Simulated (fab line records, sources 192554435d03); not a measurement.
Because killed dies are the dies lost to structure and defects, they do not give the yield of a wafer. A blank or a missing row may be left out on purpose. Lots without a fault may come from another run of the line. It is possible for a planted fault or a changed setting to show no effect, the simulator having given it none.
Which tool is to blame? || flow n5 finfet || Sampling: 10 lots, 29 wafers, 5 of 1938 route steps

## WHAT EACH GAUGE READ, for each wafer
The record lacks any reading of a measuring or inspecting step that a usual standard deviation could be used to judge.

## WHAT TOOL EACH LOT RAN ON (gives the tool, then ch and the chambers of the sampled wafers, and finally the start)
{"lot": "L282", "N5_BEOL_M1_ETCH_69": "rie diel-03 ch 1,3, day 6 06:09", "N5_PASSIVATION_STRIP_14": "rie diel-01 ch 0,3, day 11 23:46", "N5_PASSIVATION_PECVD_35": "pecvd-04 ch 1,2, day 12 02:17", "N5_PASSIVATION_STRIP_48": "rie diel-04 ch 1,2, day 12 03:39", "N5_PASSIVATION_PROBE_49": "-"}
{"lot": "L283", "N5_BEOL_M1_ETCH_69": "rie diel-03 ch 0,3, day 6 10:47", "N5_PASSIVATION_STRIP_14": "rie diel-02 ch 1, day 11 23:11", "N5_PASSIVATION_PECVD_35": "pecvd-01 ch 0,1,2, day 12 02:13", "N5_PASSIVATION_STRIP_48": "rie diel-06 ch 0,2,3, day 12 03:24", "N5_PASSIVATION_PROBE_49": "-"}
{"lot": "L284", "N5_BEOL_M1_ETCH_69": "rie diel-01 ch 0,1,2, day 6 12:27", "N5_PASSIVATION_STRIP_14": "rie diel-01 ch 1,2,3, day 12 11:11", "N5_PASSIVATION_PECVD_35": "pecvd-04 ch 0,1,2, day 12 13:56", "N5_PASSIVATION_STRIP_48": "rie diel-05 ch 0,1,2, day 12 15:08", "N5_PASSIVATION_PROBE_49": "-"}
{"lot": "L286", "N5_BEOL_M1_ETCH_69": "rie diel-03 ch 1,2,3, day 7 04:42", "N5_PASSIVATION_STRIP_14": "rie diel-03 ch 0,1,2, day 13 02:20", "N5_PASSIVATION_PECVD_35": "pecvd-04 ch 0,1,2, day 13 07:40", "N5_PASSIVATION_STRIP_48": "rie diel-05 ch 0,1,2, day 13 08:52", "N5_PASSIVATION_PROBE_49": "-"}
{"lot": "L288", "N5_BEOL_M1_ETCH_69": "rie diel-03 ch 2,3, day 7 11:17", "N5_PASSIVATION_STRIP_14": "rie diel-03 ch 1,2, day 13 06:30", "N5_PASSIVATION_PECVD_35": "pecvd-02 ch 1,2, day 13 11:04", "N5_PASSIVATION_STRIP_48": "rie diel-06 ch 1,2,3, day 13 12:39", "N5_PASSIVATION_PROBE_49": "prober-01, day 13 15:12"}
{"lot": "L289", "N5_BEOL_M1_ETCH_69": "rie diel-03 ch 0,2,3, day 7 23:58", "N5_PASSIVATION_STRIP_14": "rie diel-02 ch 1,2, day 13 04:01", "N5_PASSIVATION_PECVD_35": "pecvd-04 ch 0,2, day 13 06:46", "N5_PASSIVATION_STRIP_48": "rie diel-04 ch 1,3, day 13 07:58", "N5_PASSIVATION_PROBE_49": "prober-01, day 13 10:32"}
{"lot": "L293", "N5_BEOL_M1_ETCH_69": "rie diel-02 ch 0,1,3, day 9 09:23", "N5_PASSIVATION_STRIP_14": "rie diel-03 ch 1,3, day 15 03:31", "N5_PASSIVATION_PECVD_35": "pecvd-04 ch 0,1, day 15 06:00", "N5_PASSIVATION_STRIP_48": "rie diel-05 ch 0,1,3, day 15 07:04", "N5_PASSIVATION_PROBE_49": "prober-02, day 15 09:40"}
{"lot": "L300", "N5_BEOL_M1_ETCH_69": "rie diel-02 ch 1,3, day 10 14:05", "N5_PASSIVATION_STRIP_14": "rie diel-02 ch 1,2, day 16 17:15", "N5_PASSIVATION_PECVD_35": "pecvd-04 ch 0,1,2, day 16 20:16", "N5_PASSIVATION_STRIP_48": "rie diel-06 ch 0,2,3, day 16 21:28", "N5_PASSIVATION_PROBE_49": "prober-01, day 17 00:09"}
{"lot": "L304", "N5_BEOL_M1_ETCH_69": "rie diel-03 ch 0,1,3, day 11 22:11", "N5_PASSIVATION_STRIP_14": "rie diel-03 ch 1,2, day 17 07:16", "N5_PASSIVATION_PECVD_35": "pecvd-01 ch 0,2, day 17 09:37", "N5_PASSIVATION_STRIP_48": "rie diel-06 ch 0,2,3, day 17 10:51", "N5_PASSIVATION_PROBE_49": "-"}
{"lot": "L305", "N5_BEOL_M1_ETCH_69": "rie diel-03 ch 0,2, day 12 01:36", "N5_PASSIVATION_STRIP_14": "rie diel-01 ch 0,1, day 17 13:35", "N5_PASSIVATION_PECVD_35": "pecvd-04 ch 0,1, day 17 16:25", "N5_PASSIVATION_STRIP_48": "rie diel-05 ch 1,3, day 17 17:53", "N5_PASSIVATION_PROBE_49": "-"}
- N5_BEOL_M1_ETCH_69: etches SiARC in CF4, target depth 15.6 nm, time 26 s.
- N5_PASSIVATION_STRIP_14: strips in O2.
- N5_PASSIVATION_PECVD_35: deposits SiNx from SiH4/NH3/N2, target thk 700 nm, time 151.3 s.
- N5_PASSIVATION_STRIP_48: strips in O2.
- N5_PASSIVATION_PROBE_49

## WHAT THE TOOLS THEMSELVES READ (means of the sampled wafers that have a number; where no wafer has one, the mark that the record gives instead)
N5_BEOL_M1_ETCH_69. Usual: drypump motor current A 5.9 A, standard deviation 0.55; etch rf on time s 26.2 s, standard deviation 0.47; oes product au 0.66 a.u., standard deviation 0.068; rf vpp V 184.6 V, standard deviation 1.2; showerhead plenum p Torr 2.18 Torr, standard deviation 0.053; throttle valve pct 15.60 %, standard deviation 0.18.
{"lot": "L282", "tool": "rie diel-03", "drypump motor current A (A)": 6.0, "etch rf on time s (s)": 26.6, "oes product au (a.u.)": 0.62, "rf vpp V (V)": 186.2, "showerhead plenum p Torr (Torr)": 2.23, "throttle valve pct (%)": 15.74, "flag": ""}
{"lot": "L283", "tool": "rie diel-03", "drypump motor current A (A)": 6.5, "etch rf on time s (s)": 26.8, "oes product au (a.u.)": 0.64, "rf vpp V (V)": 184.3, "showerhead plenum p Torr (Torr)": 2.18, "throttle valve pct (%)": 15.66, "flag": ""}
{"lot": "L284", "tool": "rie diel-01", "drypump motor current A (A)": 5.8, "etch rf on time s (s)": 25.8, "oes product au (a.u.)": 0.73, "rf vpp V (V)": 186.1, "showerhead plenum p Torr (Torr)": 2.23, "throttle valve pct (%)": 15.44, "flag": ""}
{"lot": "L286", "tool": "rie diel-03", "drypump motor current A (A)": 5.6, "etch rf on time s (s)": 26.3, "oes product au (a.u.)": 0.69, "rf vpp V (V)": 184.5, "showerhead plenum p Torr (Torr)": 2.19, "throttle valve pct (%)": 15.64, "flag": ""}
{"lot": "L288", "tool": "rie diel-03", "drypump motor current A (A)": 5.6, "etch rf on time s (s)": 26.3, "oes product au (a.u.)": 0.67, "rf vpp V (V)": 184.6, "showerhead plenum p Torr (Torr)": 2.18, "throttle valve pct (%)": 15.61, "flag": ""}
{"lot": "L289", "tool": "rie diel-03", "drypump motor current A (A)": 5.8, "etch rf on time s (s)": 26.6, "oes product au (a.u.)": 0.67, "rf vpp V (V)": 183.7, "showerhead plenum p Torr (Torr)": 2.17, "throttle valve pct (%)": 15.59, "flag": ""}
{"lot": "L293", "tool": "rie diel-02", "drypump motor current A (A)": 5.5, "etch rf on time s (s)": 26.0, "oes product au (a.u.)": 0.68, "rf vpp V (V)": 185.4, "showerhead plenum p Torr (Torr)": 2.20, "throttle valve pct (%)": 15.42, "flag": ""}
{"lot": "L300", "tool": "rie diel-02", "drypump motor current A (A)": 5.7, "etch rf on time s (s)": 25.7, "oes product au (a.u.)": 0.74, "rf vpp V (V)": 184.6, "showerhead plenum p Torr (Torr)": 2.23, "throttle valve pct (%)": 15.28, "flag": ""}
{"lot": "L304", "tool": "rie diel-03", "drypump motor current A (A)": 6.2, "etch rf on time s (s)": 26.7, "oes product au (a.u.)": 0.61, "rf vpp V (V)": 185.4, "showerhead plenum p Torr (Torr)": 2.20, "throttle valve pct (%)": 15.78, "flag": ""}
{"lot": "L305", "tool": "rie diel-03", "drypump motor current A (A)": 6.1, "etch rf on time s (s)": 26.4, "oes product au (a.u.)": 0.66, "rf vpp V (V)": 184.0, "showerhead plenum p Torr (Torr)": 2.14, "throttle valve pct (%)": 15.63, "flag": ""}

N5_PASSIVATION_STRIP_14. Usual: drypump motor current A 5.9 A, standard deviation 0.46; oes product au 0.79 a.u., standard deviation 0.087; rf vpp V 3.6 V, standard deviation 0.98; showerhead plenum p Torr 2.13 Torr, standard deviation 0.064; temp c 60.02 C, standard deviation 0.11; throttle valve pct 16.62 %, standard deviation 0.18.
{"lot": "L282", "tool": "rie diel-01", "drypump motor current A (A)": 6.0, "oes product au (a.u.)": 0.79, "rf vpp V (V)": 4.2, "showerhead plenum p Torr (Torr)": 2.10, "temp c (C)": 60.09, "throttle valve pct (%)": 16.67, "flag": ""}
{"lot": "L283", "tool": "rie diel-02", "drypump motor current A (A)": 5.7, "oes product au (a.u.)": 0.73, "rf vpp V (V)": 2.2, "showerhead plenum p Torr (Torr)": 2.10, "temp c (C)": 60.00, "throttle valve pct (%)": 16.57, "flag": ""}
{"lot": "L284", "tool": "rie diel-01", "drypump motor current A (A)": 6.0, "oes product au (a.u.)": 0.75, "rf vpp V (V)": 3.8, "showerhead plenum p Torr (Torr)": 2.16, "temp c (C)": 59.99, "throttle valve pct (%)": 16.63, "flag": ""}
{"lot": "L286", "tool": "rie diel-03", "drypump motor current A (A)": 5.9, "oes product au (a.u.)": 0.76, "rf vpp V (V)": 3.8, "showerhead plenum p Torr (Torr)": 2.09, "temp c (C)": 60.02, "throttle valve pct (%)": 16.65, "flag": ""}
{"lot": "L288", "tool": "rie diel-03", "drypump motor current A (A)": 5.3, "oes product au (a.u.)": 0.79, "rf vpp V (V)": 2.7, "showerhead plenum p Torr (Torr)": 2.07, "temp c (C)": 59.93, "throttle valve pct (%)": 16.52, "flag": ""}
{"lot": "L289", "tool": "rie diel-02", "drypump motor current A (A)": 6.3, "oes product au (a.u.)": 0.70, "rf vpp V (V)": 3.3, "showerhead plenum p Torr (Torr)": 2.07, "temp c (C)": 60.15, "throttle valve pct (%)": 16.77, "flag": ""}
{"lot": "L293", "tool": "rie diel-03", "drypump motor current A (A)": 6.0, "oes product au (a.u.)": 0.70, "rf vpp V (V)": 3.4, "showerhead plenum p Torr (Torr)": 2.16, "temp c (C)": 60.08, "throttle valve pct (%)": 16.85, "flag": ""}
{"lot": "L300", "tool": "rie diel-02", "drypump motor current A (A)": 6.0, "oes product au (a.u.)": 0.78, "rf vpp V (V)": 3.6, "showerhead plenum p Torr (Torr)": 2.07, "temp c (C)": 60.04, "throttle valve pct (%)": 16.56, "flag": ""}
{"lot": "L304", "tool": "rie diel-03", "drypump motor current A (A)": 5.2, "oes product au (a.u.)": 0.76, "rf vpp V (V)": 3.5, "showerhead plenum p Torr (Torr)": 2.06, "temp c (C)": 59.90, "throttle valve pct (%)": 16.56, "flag": ""}
{"lot": "L305", "tool": "rie diel-01", "drypump motor current A (A)": 5.8, "oes product au (a.u.)": 0.81, "rf vpp V (V)": 3.2, "showerhead plenum p Torr (Torr)": 2.13, "temp c (C)": 60.18, "throttle valve pct (%)": 16.66, "flag": ""}

N5_PASSIVATION_PECVD_35. Usual: heater power outer w 174 W, standard deviation 80; heater power w 350 W, standard deviation 94; showerhead plenum p Torr 8.67 Torr, standard deviation 0.07; throttle valve pct 28.9 %, standard deviation 0.65.
{"lot": "L282", "tool": "pecvd-04", "heater power outer w (W)": 220, "heater power w (W)": 378, "showerhead plenum p Torr (Torr)": 8.74, "throttle valve pct (%)": 28.4, "flag": ""}
{"lot": "L283", "tool": "pecvd-01", "heater power outer w (W)": 118, "heater power w (W)": 288, "showerhead plenum p Torr (Torr)": 8.64, "throttle valve pct (%)": 29.2, "flag": ""}
{"lot": "L284", "tool": "pecvd-04", "heater power outer w (W)": 218, "heater power w (W)": 396, "showerhead plenum p Torr (Torr)": 8.69, "throttle valve pct (%)": 28.7, "flag": ""}
{"lot": "L286", "tool": "pecvd-04", "heater power outer w (W)": 212, "heater power w (W)": 400, "showerhead plenum p Torr (Torr)": 8.69, "throttle valve pct (%)": 28.7, "flag": ""}
{"lot": "L288", "tool": "pecvd-02", "heater power outer w (W)": 170, "heater power w (W)": 347, "showerhead plenum p Torr (Torr)": 8.64, "throttle valve pct (%)": 29.1, "flag": ""}
{"lot": "L289", "tool": "pecvd-04", "heater power outer w (W)": 127, "heater power w (W)": 304, "showerhead plenum p Torr (Torr)": 8.62, "throttle valve pct (%)": 29.0, "flag": ""}
{"lot": "L293", "tool": "pecvd-04", "heater power outer w (W)": 174, "heater power w (W)": 326, "showerhead plenum p Torr (Torr)": 8.72, "throttle valve pct (%)": 28.8, "flag": ""}
{"lot": "L300", "tool": "pecvd-04", "heater power outer w (W)": 219, "heater power w (W)": 398, "showerhead plenum p Torr (Torr)": 8.69, "throttle valve pct (%)": 29.0, "flag": ""}
{"lot": "L304", "tool": "pecvd-01", "heater power outer w (W)": 107, "heater power w (W)": 280, "showerhead plenum p Torr (Torr)": 8.65, "throttle valve pct (%)": 28.7, "flag": ""}
{"lot": "L305", "tool": "pecvd-04", "heater power outer w (W)": 193, "heater power w (W)": 351, "showerhead plenum p Torr (Torr)": 8.72, "throttle valve pct (%)": 29.0, "flag": ""}

N5_PASSIVATION_STRIP_48. Usual: drypump motor current A 5.4 A, standard deviation 0.51; oes product au 0.78 a.u., standard deviation 0.083; rf vpp V 3.4 V, standard deviation 2.4; showerhead plenum p Torr 2.10 Torr, standard deviation 0.089; temp c 60.02 C, standard deviation 0.12; throttle valve pct 16.73 %, standard deviation 0.23.
{"lot": "L282", "tool": "rie diel-04", "drypump motor current A (A)": 6.1, "oes product au (a.u.)": 0.79, "rf vpp V (V)": 1.8, "showerhead plenum p Torr (Torr)": 2.01, "temp c (C)": 59.83, "throttle valve pct (%)": 16.69, "flag": ""}
{"lot": "L283", "tool": "rie diel-06", "drypump motor current A (A)": 5.0, "oes product au (a.u.)": 0.79, "rf vpp V (V)": 3.2, "showerhead plenum p Torr (Torr)": 2.10, "temp c (C)": 59.96, "throttle valve pct (%)": 16.73, "flag": ""}
{"lot": "L284", "tool": "rie diel-05", "drypump motor current A (A)": 5.4, "oes product au (a.u.)": 0.80, "rf vpp V (V)": 6.0, "showerhead plenum p Torr (Torr)": 2.14, "temp c (C)": 60.13, "throttle valve pct (%)": 16.64, "flag": ""}
{"lot": "L286", "tool": "rie diel-05", "drypump motor current A (A)": 5.5, "oes product au (a.u.)": 0.78, "rf vpp V (V)": 4.1, "showerhead plenum p Torr (Torr)": 2.13, "temp c (C)": 60.05, "throttle valve pct (%)": 16.65, "flag": ""}
{"lot": "L288", "tool": "rie diel-06", "drypump motor current A (A)": 5.2, "oes product au (a.u.)": 0.74, "rf vpp V (V)": 6.3, "showerhead plenum p Torr (Torr)": 2.12, "temp c (C)": 59.97, "throttle valve pct (%)": 16.83, "flag": ""}
{"lot": "L289", "tool": "rie diel-04", "drypump motor current A (A)": 5.3, "oes product au (a.u.)": 0.72, "rf vpp V (V)": 3.1, "showerhead plenum p Torr (Torr)": 2.05, "temp c (C)": 59.87, "throttle valve pct (%)": 16.75, "flag": ""}
{"lot": "L293", "tool": "rie diel-05", "drypump motor current A (A)": 5.8, "oes product au (a.u.)": 0.80, "rf vpp V (V)": 1.5, "showerhead plenum p Torr (Torr)": 2.13, "temp c (C)": 59.98, "throttle valve pct (%)": 16.68, "flag": ""}
{"lot": "L300", "tool": "rie diel-06", "drypump motor current A (A)": 5.0, "oes product au (a.u.)": 0.82, "rf vpp V (V)": 3.1, "showerhead plenum p Torr (Torr)": 2.08, "temp c (C)": 60.04, "throttle valve pct (%)": 16.70, "flag": ""}
{"lot": "L304", "tool": "rie diel-06", "drypump motor current A (A)": 5.0, "oes product au (a.u.)": 0.83, "rf vpp V (V)": 3.8, "showerhead plenum p Torr (Torr)": 2.08, "temp c (C)": 59.99, "throttle valve pct (%)": 16.65, "flag": ""}
{"lot": "L305", "tool": "rie diel-05", "drypump motor current A (A)": 6.0, "oes product au (a.u.)": 0.86, "rf vpp V (V)": 3.7, "showerhead plenum p Torr (Torr)": 2.15, "temp c (C)": 59.98, "throttle valve pct (%)": 16.45, "flag": ""}

N5_PASSIVATION_PROBE_49. Usual: defect limited yield 91.3 %, standard deviation 1.5; killed_at_M0_to_M3 35, standard deviation 10; killed_at_M4_up 12, standard deviation 4.6; killed at contacts 13, standard deviation 6.6; killed at front end 39, standard deviation 11; killed at other 4, standard deviation 3.4; killed dies 103, standard deviation 17; killed on rim 14, standard deviation 4.1; killed open 67, standard deviation 13; killed short 35, standard deviation 8.2; sort_bin_5_function 5.1 %, standard deviation 0.94; sort_bin_6_memory 3.2 %, standard deviation 0.7; sort n pass 1077, standard deviation 17; sort yield pct 91.3 %, standard deviation 1.5.
{"lot": "L288", "tool": "prober-01", "defect limited yield (%)": 89.0, "killed_at_M0_to_M3": 62, "killed_at_M4_up": 15, "killed at contacts": 12, "killed at front end": 38, "killed at other": 3, "killed dies": 129, "killed on rim": 20, "killed open": 62, "killed short": 38, "sort_bin_5_function (%)": 6.1, "sort_bin_6_memory (%)": 3.4, "sort n pass": 1051, "sort yield pct (%)": 89.0, "flag": ""}
{"lot": "L289", "tool": "prober-01", "defect limited yield (%)": 89.8, "killed_at_M0_to_M3": 59, "killed_at_M4_up": 12, "killed at contacts": 9, "killed at front end": 36, "killed at other": 5, "killed dies": 121, "killed on rim": 18, "killed open": 69, "killed short": 24, "sort_bin_5_function (%)": 6.6, "sort_bin_6_memory (%)": 2.9, "sort n pass": 1059, "sort yield pct (%)": 89.8, "flag": ""}
{"lot": "L293", "tool": "prober-02", "defect limited yield (%)": 92.9, "killed_at_M0_to_M3": 27, "killed_at_M4_up": 10, "killed at contacts": 17, "killed at front end": 27, "killed at other": 3, "killed dies": 83, "killed on rim": 14, "killed open": 51, "killed short": 31, "sort_bin_5_function (%)": 4.0, "sort_bin_6_memory (%)": 2.8, "sort n pass": 1097, "sort yield pct (%)": 92.9, "flag": ""}
{"lot": "L300", "tool": "prober-01", "defect limited yield (%)": 90.5, "killed_at_M0_to_M3": 33, "killed_at_M4_up": 12, "killed at contacts": 26, "killed at front end": 39, "killed at other": 2, "killed dies": 112, "killed on rim": 15, "killed open": 72, "killed short": 36, "sort_bin_5_function (%)": 5.4, "sort_bin_6_memory (%)": 3.5, "sort n pass": 1068, "sort yield pct (%)": 90.5, "flag": ""}

## THE ANSWER, worked out from the rows above alone
Rule: lot off if the mean of its wafers having a number is beyond 3 standard deviations from the usual mean. Also off: a lot with no number at a reading for which 4 or more lots have one. Where the step has rows for the other lots, those lots are counted as sound. After the gauges, taken in route order, come the tools' own readings; for these a lot's mean is taken, as printed above. The first step at which some lot is off is used, and at that step the reading that is off furthest; a lot without a number counts as furthest.
None of the lots is off at any reading shown; this tells nothing.

## WHAT THE SIMULATOR HAD PUT IN
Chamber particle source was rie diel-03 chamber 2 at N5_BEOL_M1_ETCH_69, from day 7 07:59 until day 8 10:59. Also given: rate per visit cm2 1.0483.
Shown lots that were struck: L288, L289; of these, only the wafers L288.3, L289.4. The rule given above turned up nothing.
